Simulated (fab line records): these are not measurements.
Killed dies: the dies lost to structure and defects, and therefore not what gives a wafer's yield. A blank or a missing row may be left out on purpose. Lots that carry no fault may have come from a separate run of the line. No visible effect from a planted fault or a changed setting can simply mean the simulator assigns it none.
Which tool is to blame? + flow n5 finfet + 9 lots with 26 wafers sampled at 8 steps, on a route of 1938 steps

## WHAT THE GAUGES SHOWED, per wafer
N5_DUMMY_GATE_CD_MEAS_15 targets a cd of 25.8 nm.
| lot  | measured    | on        | cd nm (nm)        |
|------|-------------|-----------|-------------------|
| L424 | day 3 15:32 | cd sem-02 | 25.29 25.05 25.27 |
| L425 | day 3 21:48 | cd sem-02 | 24.93 25.05 24.85 |
| L426 | day 4 07:37 | cd sem-02 | 25.07 25.09 25.09 |
| L430 | day 5 08:29 | cd sem-01 | 24.95 24.73       |
| L431 | day 5 12:02 | cd sem-01 | 24.95 24.73 24.58 |
| L433 | day 5 22:44 | cd sem-03 | 25.22 24.97 24.96 |
| L441 | day 7 22:40 | cd sem-02 | 23.24 22.97 22.70 |
| L442 | day 8 03:46 | cd sem-01 | 23.66 23.33 23.35 |
| L444 | day 8 15:43 | cd sem-02 | 23.45 24.39 23.53 |

N5_DUMMY_GATE_CD_MEAS_50 targets a cd of 14 nm.
| lot  | measured    | on        | cd nm (nm)     |
|------|-------------|-----------|----------------|
| L424 | day 3 16:03 | cd sem-02 | 14.1 14.5 14.1 |
| L425 | day 3 22:19 | cd sem-02 | 14.3 14.2 14.3 |
| L426 | day 4 08:07 | cd sem-02 | 14.8 14.4 14.9 |
| L430 | day 5 09:03 | cd sem-01 | 13.7 14.2      |
| L431 | day 5 12:46 | cd sem-03 | 14.1 13.3 13.2 |
| L433 | day 5 23:15 | cd sem-02 | 14.2 14.3 14.2 |
| L441 | day 7 23:19 | cd sem-01 | 10.4 11.8 11.8 |
| L442 | day 8 04:25 | cd sem-02 | 12.7 12.9 11.8 |
| L444 | day 8 16:14 | cd sem-01 | 13.2 11.9 12.6 |

N5_DUMMY_GATE_CD_MEAS_24 targets a cd of 15 nm.
| lot  | measured    | on        | cd nm (nm)     |
|------|-------------|-----------|----------------|
| L424 | day 3 16:32 | cd sem-02 | 14.9 15.8 14.9 |
| L425 | day 3 22:48 | cd sem-01 | 15.7 15.7 14.7 |
| L426 | day 4 08:37 | cd sem-02 | 15.6 15.6 15.8 |
| L430 | day 5 09:33 | cd sem-02 | 14.9 15.1      |
| L431 | day 5 13:16 | cd sem-01 | 15.4 13.8 14.0 |
| L433 | day 5 23:44 | cd sem-03 | 15.1 15.0 15.0 |
| L441 | day 7 23:48 | cd sem-01 | 11.9 12.8 12.7 |
| L442 | day 8 04:58 | cd sem-02 | 14.0 13.2 13.0 |
| L444 | day 8 16:46 | cd sem-01 | 14.4 13.0 13.5 |

N5_BEOL_M4_RC_MEAS_101.
| lot  | measured     | on        | DIBL_N (mV/V)  | DIBL_P (mV/V) | IOFF_N (nA/um) | IOFF_P (nA/um) | ION_N (uA/um) | ION_P (uA/um) | SS_N (mV/dec)  | SS_P (mV/dec)  | VT_N (mV)   | VT_P (mV)      |
|------|--------------|-----------|----------------|---------------|----------------|----------------|---------------|---------------|----------------|----------------|-------------|----------------|
| L424 | day 9 13:48  | prober-01 | 37.7 36.7 37.9 | 39 37 38      | 0.20 0.19 0.20 | 0.25 0.23 0.23 | 688 681 664   | 467 464 453   | 71.6 72.0 73.0 | 73.7 72.7 73.8 | 248 245 247 | -248 -248 -248 |
| L425 | day 9 08:38  | prober-01 | 35.0 34.1 36.0 | 34 32 35      | 0.13 0.12 0.14 | 0.16 0.14 0.17 | 664 652 664   | 455 445 453   | 71.5 71.4 71.1 | 73.0 72.2 72.8 | 253 256 255 | -251 -257 -255 |
| L426 | day 9 13:41  | prober-02 | 40.3 35.2 36.3 | 37 35 36      | 0.26 0.13 0.14 | 0.19 0.16 0.17 | 659 654 655   | 447 445 441   | 74.5 70.6 71.5 | 73.1 73.0 72.5 | 250 253 252 | -253 -254 -254 |
| L430 | day 10 14:05 | prober-01 | 39.7 34.1      | 37 32         | 0.20 0.10      | 0.19 0.13      | 670 651       | 449 446       | 73.0 71.8      | 74.5 72.7      | 251 259     | -256 -258      |
| L431 | day 10 18:53 | prober-02 | 37.4 37.3 38.5 | 35 39 39      | 0.20 0.17 0.20 | 0.18 0.22 0.22 | 679 670 672   | 453 455 449   | 72.4 71.4 73.4 | 73.6 74.0 74.6 | 248 251 250 | -253 -252 -251 |
| L433 | day 11 14:18 | prober-02 | 36.4 37.8 36.6 | 37 38 38      | 0.18 0.19 0.19 | 0.20 0.22 0.22 | 671 674 692   | 456 453 471   | 72.2 72.7 71.8 | 73.0 74.0 72.8 | 249 250 246 | -252 -253 -251 |
| L441 | day 13 00:14 | prober-02 | 48.0 41.5 45.6 | 48 43 46      | 0.52 0.25 0.45 | 0.46 0.29 0.39 | 705 673 704   | 472 455 470   | 75.4 73.7 75.0 | 77.0 74.9 76.9 | 237 250 242 | -243 -250 -246 |
| L442 | day 13 21:18 | prober-02 | 37.6 41.4 42.4 | 39 44 45      | 0.20 0.28 0.35 | 0.21 0.27 0.33 | 684 708 716   | 461 467 472   | 72.7 73.2 74.0 | 73.7 74.5 76.2 | 248 245 239 | -251 -251 -248 |
| L444 | day 14 00:27 | prober-01 | 39.2 41.8 42.0 | 40 43 44      | 0.20 0.24 0.29 | 0.23 0.27 0.30 | 677 676 696   | 462 454 466   | 72.2 72.9 73.0 | 74.4 74.8 75.1 | 250 250 245 | -250 -249 -249 |

## EACH LOT AND THE TOOL THAT RAN IT (in order: tool; ch and the chambers of the sampled wafers; start)
| lot  | N5_DUMMY_GATE_EXPOSE_12          | N5_DUMMY_GATE_ETCH_37             | N5_DUMMY_GATE_TRIM_49           | N5_DUMMY_GATE_STRIP_41            |
|------|----------------------------------|-----------------------------------|---------------------------------|-----------------------------------|
| L424 | euv scanner-02 ch 0, day 3 15:25 | rie diel-03 ch 0,1, day 3 15:49   | rie si-02 ch 0,3, day 3 15:54   | rie diel-04 ch 0,1, day 3 16:08   |
| L425 | euv scanner-01 ch 0, day 3 21:41 | rie diel-01 ch 1,3, day 3 22:05   | rie si-02 ch 0,3, day 3 22:10   | rie diel-01 ch 0,1,3, day 3 22:24 |
| L426 | euv scanner-01 ch 0, day 4 07:29 | rie diel-03 ch 0,1, day 4 07:53   | rie si-06 ch 1,3, day 4 07:58   | rie diel-04 ch 0,2,3, day 4 08:13 |
| L430 | euv scanner-02 ch 0, day 5 08:23 | rie diel-04 ch 0,3, day 5 08:50   | rie si-06 ch 2, day 5 08:54     | rie diel-04 ch 0,3, day 5 09:10   |
| L431 | euv scanner-02 ch 0, day 5 11:54 | rie diel-01 ch 1,2,3, day 5 12:32 | rie si-02 ch 0,1,2, day 5 12:37 | rie diel-01 ch 0,1,3, day 5 12:52 |
| L433 | euv scanner-01 ch 0, day 5 22:37 | rie diel-04 ch 1,3, day 5 23:01   | rie si-06 ch 0,2, day 5 23:06   | rie diel-04 ch 0,1, day 5 23:20   |
| L441 | euv scanner-01 ch 0, day 7 22:33 | rie diel-01 ch 0,2,3, day 7 22:56 | rie si-01 ch 2,3, day 7 23:01   | rie diel-01 ch 1,2,3, day 7 23:24 |
| L442 | euv scanner-01 ch 0, day 8 03:38 | rie diel-01 ch 1,2,3, day 8 04:02 | rie si-01 ch 1,2,3, day 8 04:07 | rie diel-01 ch 0,2, day 8 04:34   |
| L444 | euv scanner-01 ch 0, day 8 15:35 | rie diel-03 ch 1,2,3, day 8 15:59 | rie si-01 ch 0,1,2, day 8 16:04 | rie diel-04 ch 0,2,3, day 8 16:22 |
- N5_DUMMY_GATE_EXPOSE_12: exposes mask GATE, target cd 25 nm.
- N5_DUMMY_GATE_ETCH_37: etches SOC in N2/H2, target depth 60 nm, overetch 30 nm.
- N5_DUMMY_GATE_TRIM_49: chemistry O2, time 29 s, target cd 14 nm.
- N5_DUMMY_GATE_STRIP_41: strips in O2.

## AS READ BY THE TOOLS THEMSELVES (means over the sampled wafers that have a number; for cases with no such wafer, the mark the record gives instead)
N5_DUMMY_GATE_EXPOSE_12.
| lot  | tool           | exposure dose mJ cm2 |
|------|----------------|----------------------|
| L424 | euv scanner-02 | 33.9                 |
| L425 | euv scanner-01 | 34.7                 |
| L426 | euv scanner-01 | 34.6                 |
| L430 | euv scanner-02 | 33.9                 |
| L431 | euv scanner-02 | 34.0                 |
| L433 | euv scanner-01 | 34.7                 |
| L441 | euv scanner-01 | 38.7                 |
| L442 | euv scanner-01 | 37.9                 |
| L444 | euv scanner-01 | 37.3                 |

N5_DUMMY_GATE_ETCH_37.
| lot  | tool        | bias w (W) | drypump motor current A (A) | h2 flow sccm (sccm) | oes product au (a.u.) | rf vpp V (V) | showerhead plenum p Torr (Torr) | throttle valve pct (%) |
|------|-------------|------------|-----------------------------|---------------------|-----------------------|--------------|---------------------------------|------------------------|
| L424 | rie diel-03 | 149.9      | 5.5                         | 200.1               | 0.69                  | 526.5        | 2.61                            | 17.63                  |
| L425 | rie diel-01 | 150.1      | 5.8                         | 200.0               | 0.62                  | 521.3        | 2.45                            | 17.97                  |
| L426 | rie diel-03 | 149.8      | 5.6                         | 199.6               | 0.72                  | 526.9        | 2.66                            | 17.79                  |
| L430 | rie diel-04 | 149.6      | 5.3                         | 199.9               | 0.64                  | 524.8        | 2.56                            | 17.52                  |
| L431 | rie diel-01 | 149.8      | 6.0                         | 200.0               | 0.60                  | 523.5        | 2.51                            | 17.95                  |
| L433 | rie diel-04 | 150.2      | 5.2                         | 200.8               | 0.66                  | 523.4        | 2.54                            | 17.43                  |
| L441 | rie diel-01 | 150.0      | 6.0                         | 199.4               | 0.62                  | 523.6        | 2.56                            | 17.77                  |
| L442 | rie diel-01 | 149.6      | 6.0                         | 200.5               | 0.59                  | 522.8        | 2.50                            | 17.99                  |
| L444 | rie diel-03 | 150.1      | 5.7                         | 200.1               | 0.60                  | 525.3        | 2.57                            | 17.86                  |

N5_DUMMY_GATE_TRIM_49.
| lot  | tool      | drypump motor current A (A) | he backside leak sccm (sccm) | oes product au (a.u.) | throttle valve pct (%) |
|------|-----------|-----------------------------|------------------------------|-----------------------|------------------------|
| L424 | rie si-02 | 5.8                         | 2.90                         | 1.015                 | 7.96                   |
| L425 | rie si-02 | 5.7                         | 2.86                         | 0.995                 | 8.07                   |
| L426 | rie si-06 | 5.7                         | 2.94                         | 1.002                 | 8.12                   |
| L430 | rie si-06 | 6.1                         | 2.86                         | 1.011                 | 8.23                   |
| L431 | rie si-02 | 5.4                         | 2.70                         | 0.999                 | 8.06                   |
| L433 | rie si-06 | 5.9                         | 3.01                         | 1.011                 | 8.30                   |
| L441 | rie si-01 | 6.2                         | 2.88                         | 0.997                 | 8.21                   |
| L442 | rie si-01 | 5.8                         | 2.63                         | 0.993                 | 8.16                   |
| L444 | rie si-01 | 5.7                         | 2.49                         | 0.992                 | 8.06                   |

N5_DUMMY_GATE_STRIP_41.
| lot  | tool        | drypump motor current A (A) | oes product au (a.u.) | rf vpp V (V) | showerhead plenum p Torr (Torr) | throttle valve pct (%) |
|------|-------------|-----------------------------|-----------------------|--------------|---------------------------------|------------------------|
| L424 | rie diel-04 | 5.7                         | 0.87                  | 3.6          | 2.13                            | 16.68                  |
| L425 | rie diel-01 | 5.8                         | 0.81                  | 3.5          | 2.07                            | 16.66                  |
| L426 | rie diel-04 | 5.6                         | 0.79                  | 3.6          | 2.09                            | 16.58                  |
| L430 | rie diel-04 | 5.3                         | 0.81                  | 3.3          | 2.12                            | 16.51                  |
| L431 | rie diel-01 | 5.8                         | 0.80                  | 3.5          | 2.06                            | 16.68                  |
| L433 | rie diel-04 | 5.7                         | 0.86                  | 3.2          | 2.12                            | 16.72                  |
| L441 | rie diel-01 | 6.0                         | 0.75                  | 3.6          | 2.07                            | 16.79                  |
| L442 | rie diel-01 | 6.2                         | 0.78                  | 3.4          | 2.18                            | 16.67                  |
| L444 | rie diel-04 | 5.6                         | 0.76                  | 3.9          | 2.08                            | 16.63                  |

## THE ANSWER, worked out from the rows above alone
Rule: the usual values come from the lots themselves. The widest of any qualifying gaps counts: lots, ordered by their means at a reading, are off when they make up no more than a third of the lots, leave a main group of 4 or more, and stand apart from it by 3 or more times the standard deviation of that group's means. A main group is skipped when, at the precision printed for the reading in the tables above, its means are all equal. Also off: a lot with no number at a reading for which 4 or more lots have one. Any other lot the step has rows for is counted as sound. The gauges are gone through in route order, then the tools' own readings, and for those a lot's mean is taken as printed above. The first step at which some lot is off is used, and at that step the reading that is off furthest; a lot without a number counts as furthest.
Off, at N5_DUMMY_GATE_CD_MEAS_15 on cd nm: L441, L442, L444. Mean 24.98 nm and standard deviation 0.15 in the main group.
If a tool, at a process step before that reading, ran all the lots that are off and no sound lot after the first of them, it fits. The gauges at N5_DUMMY_GATE_CD_MEAS_15 aren't tried: what is off there is off at N5_BEOL_M4_RC_MEAS_101 too, on other tools, and a gauge's error can't cause that. One fits: euv scanner-01 at N5_DUMMY_GATE_EXPOSE_12. A fault onset in the window from L433 (day 5 22:37, its last sound lot) to L441 (day 7 22:33, its first lot off) fits.
The tool's own readings at N5_DUMMY_GATE_EXPOSE_12 bear it out: on the lots that are off they differ by more than 5 times the standard deviation of the sound lots' means. exposure dose mJ cm2 reads 38.0 there against 34.3 on the sound lots.

## WHAT THE SIMULATOR PUT IN
Drift in process parameters on euv scanner-01 at N5_DUMMY_GATE_EXPOSE_12, starting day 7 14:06. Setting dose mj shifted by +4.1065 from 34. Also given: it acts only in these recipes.
Struck lots among those shown: L441, L442, L444. The same result came from the rule above.
